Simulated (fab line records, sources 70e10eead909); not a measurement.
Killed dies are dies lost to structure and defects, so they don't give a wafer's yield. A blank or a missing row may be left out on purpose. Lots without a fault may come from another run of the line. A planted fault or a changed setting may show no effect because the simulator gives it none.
Chamber matching | flow nand_harc | NHARC_P_M1_ETCH_35 on rie_diel-03: 4 sister chambers
The step etches the open film in N2/H2, target depth 40 nm, overetch 12 nm, time 43.94 s. 14 wafers are shown with their chamber, then 7 later ones without.

WAFERS WITH THEIR CHAMBER
wafer  | chamber | drypump_motor_current_A (A) | rf_vpp_V (V) | run_length_s (s)
L242.2 | 0       | 5.3                         | 432.9        | 66.2
L242.3 | 1       | 6.3                         | 424.7        | 65.2
L242.4 | 3       | 5.4                         | 428.2        | 65.6
L246.2 | 2       | 5.8                         | 433.6        | 65.3
L246.3 | 0       | 5.3                         | 433.2        | 66.1
L246.4 | 3       | 5.4                         | 428.7        | 66.0
L247.1 | 0       | 5.3                         | 431.2        | 66.0
L247.3 | 3       | 5.4                         | 427.5        | 65.8
L247.5 | 2       | 5.8                         | 433.0        | 64.6
L249.1 | 3       | 5.4                         | 425.6        | 65.8
L249.3 | 2       | 5.8                         | 432.5        | 64.7
L249.5 | 1       | 6.3                         | 425.3        | 65.7
L251.1 | 2       | 5.8                         | 433.2        | 65.2
L251.5 | 1       | 6.2                         | 426.9        | 65.8

SIGNATURES (means of the wafers above)
reading                 | chamber 0 | chamber 1 | chamber 2 | chamber 3 | scatter within a chamber
drypump_motor_current_A | 5.300     | 6.267     | 5.800     | 5.400     | 0.0258
rf_vpp_V                | 432.433   | 425.633   | 433.075   | 427.500   | 1.05
run_length_s            | 66.100    | 65.567    | 64.950    | 65.800    | 0.26
Rule: a wafer's distance from a chamber is the root of the sum, over the readings, of the square of ((its reading less the chamber's mean) divided by the reading's scatter). The wafer belongs to the nearest chamber; if the next one is less than 2 further off, it can't be placed. The scatter: the root of (the sum of the squares of (reading less its chamber's mean) over the shown wafers, divided by (wafers less chambers)).

WAFERS WITHOUT THEIR CHAMBER
wafer  | drypump_motor_current_A (A) | rf_vpp_V (V) | run_length_s (s)
L251.6 | 5.3                         | 432.6        | 65.9
L262.1 | 5.8                         | 433.4        | 64.5
L262.2 | 6.2                         | 426.8        | 65.3
L262.3 | 5.4                         | 429.1        | 65.6
L265.2 | 5.4                         | 426.7        | 65.7
L265.3 | 6.3                         | 426.5        | 65.3
L265.6 | 5.3                         | 432.2        | 65.8

WHICH CHAMBER EACH WENT THROUGH
wafer  | from the rows above | in truth
L251.6 | 0                   | 0
L262.1 | 2                   | 2
L262.2 | 1                   | 1
L262.3 | 3                   | 3
L265.2 | 3                   | 3
L265.3 | 1                   | 1
L265.6 | 0                   | 0
Placed correctly: 7 of 7. Can't be placed from these rows: 0. Placed wrongly: 0.
